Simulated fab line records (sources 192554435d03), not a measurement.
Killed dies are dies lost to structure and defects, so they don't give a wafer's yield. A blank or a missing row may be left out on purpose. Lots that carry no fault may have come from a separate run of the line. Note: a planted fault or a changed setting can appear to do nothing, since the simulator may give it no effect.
fab line records | flow n5_finfet | part 2 of 2: steps 27 to 32 of 32
[record] lots = 5 wafers = 15 last_day = 19
route steps=1938 shown BEOL_M12@1647 BEOL_M13@1659
lots with no fault: from the same line, run without faults
start_h: hours from the record's first day to the start of the lot's first wafer shown | wait_h: hours since the lot's step before | " repeats the value in the row above | L1.1+2: a row that stands for several wafers | - no value, or no start was given | * or withheld: withheld | < > ~ a bound
route shown NAME@n: a module of which the file shows steps, and the number in the route of the first | usual: mean and standard deviation over wafers with no fault | same: alike in all rows | chamber/n: place in a boat | sites: the reading at each site | _std_site: the values' standard deviation | _edge_site: outer sites' mean less inner sites' | radius_mm: how far each site lies from the wafer's centre | mask NAME#n: copy n | behind: the last tool/chamber to shape the wafer | hold: the reason the lot was held/the length of the hold in hours/how it ended | device: the n, p or np transistor that did not switch | end of line: the same wafers' tests at the end of the route | step lacking rows: just its recipe | killed: not the wafer's yield, but the dies lost to structure and defects at the first sort | map: dies across one wafer; x = killed, . = not, _ = none there
set.NAME: the setting as run; set.NAME@STEP: as run at that earlier step | model.NAME: the simulator's own value behind a step, which no gauge read
lots at some steps of the route; a table a step, a row a wafer
services: from which hour (start_h, from the record's first day; less than 0 if before it) a tool's chamber was out of use, for how many hours, and why
[[steps]]
[step N5_BEOL_M13_ETCH_59]
[recipe] chemistry = N2/H2 target = BARC target_depth_a = 890 overetch_a = 267 time_s = 67.9 ion_energy_ev = 200 pressure_mtorr = 30 source_w = 840 bias_w = 150 n2_flow_sccm = 200 h2_flow_sccm = 200
[usual] drypump_motor_current_A = 5.6/0.38 oes_product_au = 0.67/0.067 rf_vpp_V = 523.2/1.9 showerhead_plenum_p_Torr = 2.52/0.062 throttle_valve_pct = 17.87/0.23
// columns lot.wafer tool chamber start_h wait_h drypump_motor_current_A oes_product_au rf_hours_counter_h rf_vpp_V showerhead_plenum_p_Torr throttle_valve_pct
L078.2 rie_diel-05 1 287.77 0.0 5.6 0.60 239 525.7 2.61 17.89
L078.4 " 0 " " 5.3 0.68 110 520.4 2.44 17.34
L078.6 " 0 " " 5.2 0.70 - 521.3 2.44 17.35
L087.2 rie_diel-06 2 367.02 0.0 5.7 0.60 231 527.9 2.61 18.09
L087.3 " 3 " " 5.7 0.59 238 525.6 2.61 18.08
L087.4 " 0 " " 5.2 0.64 165 520.2 2.44 18.21
L093.1 rie_diel-02 1 373.58 0.0 5.6 0.67 104 522.0 2.47 18.01
L093.4 " 2 " " 6.0 0.61 216 523.7 2.52 17.91
L093.6 " 0 " " 5.1 0.58 - 525.6 2.59 18.26
L095.2 rie_diel-05 1 394.98 0.0 5.6 0.79 14 525.8 2.60 17.60
L095.4 " 0 " " 5.2 0.66 144 521.1 2.42 17.39
L095.6 " 2 " " 6.2 0.67 - 523.9 2.58 17.73
L097.2 rie_diel-02 0 433.29 0.0 5.1 0.86 0 524.1 2.59 17.80
L097.4 " 1 " " 5.6 0.66 126 521.8 2.46 18.06
L097.6 " 3 " " 5.6 0.69 - 522.3 2.48 17.87
[step N5_BEOL_M13_VIA_ETCH_16]
[recipe] chemistry = C4F8/O2/Ar target = SiOC pressure_mtorr = 30 source_w = 3000 bias_w = 700 Ar_flow_sccm = 400 C4F8_flow_sccm = 15 O2_flow_sccm = 8 he_inner_torr = 15 he_outer_torr = 30 target_depth_a = 9217 time_s = withheld ion_energy_ev = 250 ends = cleared
[usual] O2_flow_sccm = 7.996/0.023 drypump_motor_current_A = 5.6/0.39 oes_product_au = 0.71/0.076 rf_vpp_V = 664.9/2.3 showerhead_plenum_p_Torr = 3.39/0.086 throttle_valve_pct = 24.17/0.28
// columns lot.wafer tool chamber start_h wait_h O2_flow_sccm drypump_motor_current_A oes_product_au rf_vpp_V showerhead_plenum_p_Torr throttle_valve_pct
L078.2 rie_diel-05 1 287.82 0.0 7.994 5.6 0.62 668.9 3.48 24.02
L078.4 " 0 " " 8.000 5.3 0.73 661.6 3.34 24.01
L078.6 " 0 " " 8.001 5.2 0.73 663.8 3.34 24.03
L087.2 rie_diel-06 2 367.08 0.0 7.968 5.7 0.63 667.9 3.54 24.45
L087.3 " 3 " " 7.980 5.7 0.61 668.4 3.49 24.30
L087.4 " 0 " " 7.975 5.2 0.67 661.9 3.31 24.62
L093.1 rie_diel-02 1 373.63 0.0 7.961 5.6 0.71 663.2 3.29 24.22
L093.4 " 2 " " 7.988 6.1 0.64 665.3 3.37 24.11
L093.6 " 0 " " 8.018 5.1 0.60 668.0 3.54 24.76
L095.2 rie_diel-05 1 395.03 0.0 8.029 5.6 0.84 667.4 3.47 23.84
L095.4 " 0 " " 8.015 5.2 0.70 661.4 3.32 24.06
L095.6 " 2 " " 8.000 6.2 0.71 665.5 3.43 23.89
L097.2 rie_diel-02 0 433.34 0.0 7.998 5.1 0.89 668.4 3.53 24.43
L097.4 " 1 " " 8.005 5.6 0.69 662.4 3.28 24.26
L097.6 " 3 " " 7.963 5.6 0.73 662.3 3.30 23.97
[step N5_BEOL_M13_STRIP_63]
[recipe] chemistry = N2/H2 power_w = 1000 temp_c = 250 h2_frac = 0.65 overash_fraction = 0.3 pressure_mtorr = 1000 n2_flow_sccm = 1750 h2_flow_sccm = 3250
[usual] drypump_motor_current_A = 5.2/0.42 heater_power_w = 313/12 oes_product_au = 0.674/0.0045 strip_time_to_endpoint_s = 27.6/1.2 temp_c = 250.00/0.17
// columns lot.wafer tool chamber start_h wait_h drypump_motor_current_A heater_power_w oes_product_au rf_hours_counter_h strip_time_to_endpoint_s temp_c
L078.2 plasma_asher-02 1 288.06 - 4.7 295 0.671 133 28.7 249.93
L078.4 " 0 " " 5.2 327 0.672 - 27.2 250.16
L078.6 " 1 " " 4.7 296 0.670 - 26.5 249.95
L087.2 plasma_asher-01 1 367.31 - 5.9 316 0.674 88 27.3 249.53
L087.3 " 0 " " 5.2 329 0.680 - 30.6 250.11
L087.4 " 1 " " 5.9 314 0.678 - 27.9 249.82
L093.1 plasma_asher-02 0 373.87 - 5.2 322 0.668 153 28.9 249.96
L093.4 " 1 " " 4.7 298 0.673 - 25.6 249.81
L093.6 " 1 " " 4.7 295 0.678 - 27.7 250.14
L095.2 plasma_asher-01 1 395.27 - 5.9 321 0.679 94 26.9 250.05
L095.4 " 1 " " 5.9 314 0.679 - 27.4 250.22
L095.6 " 0 " " 5.2 327 0.676 - 25.9 250.13
L097.2 plasma_asher-01 1 433.58 - 5.9 314 0.675 100 28.5 249.97
L097.4 " 1 " " 5.9 316 0.675 - 28.6 249.84
L097.6 " 1 " " 5.9 308 0.683 - 26.8 249.92
[step N5_BEOL_M13_STRIP_64]
[recipe] chemistry = N2/H2 power_w = 1000 temp_c = 250 h2_frac = 0.65 overash_fraction = 0.3 pressure_mtorr = withheld n2_flow_sccm = 1750 h2_flow_sccm = 3250
[usual] drypump_motor_current_A = 5.2/0.42 heater_power_w = 314/12 oes_product_au = 0.715/0.0047 strip_time_to_endpoint_s = 31.29/0.067 temp_c = 250.00/0.17
// columns lot.wafer tool chamber start_h wait_h drypump_motor_current_A heater_power_w oes_product_au rf_hours_counter_h strip_time_to_endpoint_s temp_c
L078.2 plasma_asher-02 1 288.12 0.0 4.7 298 0.714 133 31.31 250.12
L078.4 " 0 " " 5.2 315 0.720 - 31.34 249.96
L078.6 " 1 " " 4.7 297 0.721 - 31.35 250.04
L087.2 plasma_asher-01 1 367.37 0.0 5.9 316 0.715 88 31.17 249.97
L087.3 " 0 " " 5.2 322 0.714 - 31.24 250.01
L087.4 " 1 " " 5.9 320 0.711 - 31.24 249.91
L093.1 plasma_asher-02 0 373.93 0.0 5.2 321 0.721 153 31.30 250.13
L093.4 " 1 " " 4.7 300 0.712 - 31.32 249.72
L093.6 " 1 " " 4.7 302 0.716 - 31.31 249.93
L095.2 plasma_asher-01 1 395.33 0.0 5.9 324 0.713 94 31.24 250.18
L095.4 " 1 " " 5.9 319 0.715 - 31.31 249.88
L095.6 " 0 " " 5.2 331 0.712 - 31.24 249.79
L097.2 plasma_asher-01 1 433.64 0.0 5.9 311 0.721 100 31.35 250.26
L097.4 " 1 " " 5.9 311 0.717 - 31.32 250.04
L097.6 " 1 " " 5.9 316 0.723 - 31.32 250.27
[step N5_BEOL_M13_STRIP_71]
[recipe] chemistry = post_etch_residue_remover time_s = 60 temp_c = 25 remover_ph = withheld remover_water_wt_pct = withheld remover_fluoride_wt_pct = withheld
[usual] temp_c = 25.00/0.11
// columns lot.wafer tool chamber start_h wait_h temp_c
L078.2 wet_bench-05 0 288.21 0.1 24.94
L078.4 " 7 " " 25.09
L078.6 " 5 " " 25.12
L087.2 wet_bench-05 7 367.46 0.1 25.05
L087.3 " 1 " " 24.97
L087.4 " 6 " " 25.19
L093.1 wet_bench-01 6 374.02 0.1 25.04
L093.4 " 7 " " 24.93
L093.6 " 0 " " 24.96
L095.2 wet_bench-05 2 395.42 0.1 24.96
L095.4 " 0 " " 24.91
L095.6 " 3 " " 25.07
L097.2 wet_bench-04 1 433.72 0.1 25.13
L097.4 " 6 " " 25.09
L097.6 " 2 " " 25.02
[step N5_BEOL_M13_SRD_72]
[recipe] time_s = 30 temp_c = 23 rinse_liquid = diw dry = n2_spin spin_rpm = 1500 dry_time_s = 30
[usual] temp_c = 22.99/0.1
// columns lot.wafer tool chamber start_h wait_h temp_c
L078.2 wet_bench-05 0 288.23 0.0 22.81
L078.4 " 7 " " 23.04
L078.6 " 5 " " 23.05
L087.2 wet_bench-05 7 367.48 0.0 22.94
L087.3 " 1 " " 23.18
L087.4 " 6 " " 22.87
L093.1 wet_bench-01 6 374.03 0.0 23.02
L093.4 " 7 " " 22.94
L093.6 " 0 " " 23.00
L095.2 wet_bench-05 2 395.44 0.0 22.92
L095.4 " 0 " " 22.99
L095.6 " 3 " " 23.09
L097.2 wet_bench-04 1 433.74 0.0 23.01
L097.4 " 6 " " 22.83
L097.6 " 2 " " 23.11
[[services]]
// columns tool chamber start_h hours kind
pvd_sputter-01 - 264.67 2.1 repair
rie_diel-02 0 271.01 5.8 repair
wet_bench-05 - 288.45 2.6 repair
rie_diel-06 - 295.07 0.1 repair
pecvd-02 - 299.94 5.5 pm
krf_scanner-02 - 305.26 1.0 pm
wet_bench-05 - 307.59 1.9 pm
pecvd-01 0 310.77 1.8 repair
plasma_asher-01 - 316.02 11.0 repair
rie_diel-05 3 319.91 10.7 repair
pecvd-02 - 323.14 0.7 repair
pecvd-01 - 326.53 0.5 repair
rie_diel-02 1 328.63 4.6 repair
pecvd-01 - 330.65 0.3 repair
pecvd-01 - 332.47 1.4 repair
krf_scanner-02 - 356.28 1.3 pm
rie_diel-02 0 358.37 6.8 repair
rie_diel-05 - 361.43 1.6 repair
rie_diel-02 - 370.37 2.8 pm
krf_scanner-02 - 379.74 0.8 pm
plasma_asher-01 - 385.55 2.8 pm
plasma_asher-02 - 391.43 6.7 repair
krf_scanner-02 - 397.72 4.0 pm
pecvd-01 1 428.77 2.4 repair
